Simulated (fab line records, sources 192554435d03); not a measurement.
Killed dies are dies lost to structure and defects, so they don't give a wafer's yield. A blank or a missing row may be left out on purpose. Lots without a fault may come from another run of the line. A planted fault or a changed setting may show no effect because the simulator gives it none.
Lot-split experiment ; flow n5Finfet ; 21 wafers read across 7 lots, on a route 1938 steps long

ABOUT THE SPLIT
At N5_BEOL_M10_PEB_26 (peb time 60 s), the setting pebTimeS was moved away from the recipe's 60 s on 3 of the 21 wafers read, by +7.3% to +18.7%. For the rest of the wafers, this setting stayed at what the recipe calls for.

SPLIT TO READING: what lies between them in the file, 1 step
- N5_BEOL_M10_DEVELOP_27: develop time 30 s

THE READING
cdNm at N5_BEOL_M10_CD_MEAS_28, given in nm (cd target 70 nm). A value of 70.3 nm with a standard deviation of 0.98 nm is what fault-free wafers of this fab line usually give.

wafer;tool, chamber at the split;pebTimeS as run, s;against the recipe;cdNm, nm;against lot-mates on the recipe
L076.1;lithoTrack-02, 0;60;recipe;71.2;-
L076.2;lithoTrack-02, 0;69.92;+16.5%;77.0;+6.4
L076.6;lithoTrack-02, 0;60;recipe;70.0;-
L074.3;lithoTrack-01, 0;60;recipe;68.7;-
L074.4;lithoTrack-01, 0;60;recipe;68.7;-
L074.6;lithoTrack-01, 0;60;recipe;69.7;-
L078.1;lithoTrack-01, 0;60;recipe;70.5;-
L078.3;lithoTrack-01, 0;60;recipe;69.8;-
L078.5;lithoTrack-01, 0;60;recipe;69.3;-
L086.3;lithoTrack-05, 0;60;recipe;69.9;-
L086.4;lithoTrack-05, 0;60;recipe;70.2;-
L086.5;lithoTrack-05, 0;60;recipe;70.9;-
L095.4;lithoTrack-02, 0;60;recipe;69.8;-
L095.5;lithoTrack-02, 0;60;recipe;70.8;-
L095.6;lithoTrack-02, 0;60;recipe;69.7;-
L093.4;lithoTrack-05, 0;60;recipe;72.4;-
L093.5;lithoTrack-05, 0;64.39;+7.3%;74.7;+2.2
L093.6;lithoTrack-05, 0;60;recipe;72.6;-
L097.1;lithoTrack-02, 0;60;recipe;71.0;-
L097.3;lithoTrack-02, 0;71.23;+18.7%;79.2;+8.1
L097.6;lithoTrack-02, 0;60;recipe;71.2;-

FIT RESULTS
A straight line over all 21 wafers: cdNm changes by +0.452 nm for each +1% of pebTimeS; r = +0.92; the points scatter about the line by 1.1 nm.
The same after taking each lot's own level away (the mean of its wafers on the recipe; 21 wafers): +0.406 nm for each +1%; r = +0.98; scatter 0.48 nm.
According to that fit, moving pebTimeS by its largest amount changes the reading by 7.6 nm.
From 69.03 to 72.50 nm: that is the span of the lots' own levels, equal to 3.5 times the standard deviation above.
So the slope is not independent of the lot-to-lot level: the two fits are not the same.
Check: for one of the wafers moved furthest among these (+18.7%), held out of the fit, the line's prediction against its lot-mates is +6.99 nm. Against them it came out at +8.1 nm.

FURTHER SPLITS ON THESE WAFERS
Before the reading, these wafers also passed through other splits. Each is held against what the fit with the lots' levels taken away leaves over:
other split on the same wafers;wafers away from the commonest value;r with cdNm (lot level and that fit taken away)
N5_BEOL_M10_ILD_DEP_00 timeS;9;+0.05
N5_BEOL_M10_COAT_22 spinRpm;7;+0.12

THE FILE'S OWN FIT
cdNm changes by +0.399 nm for each +1% of pebTimeS, r = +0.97.
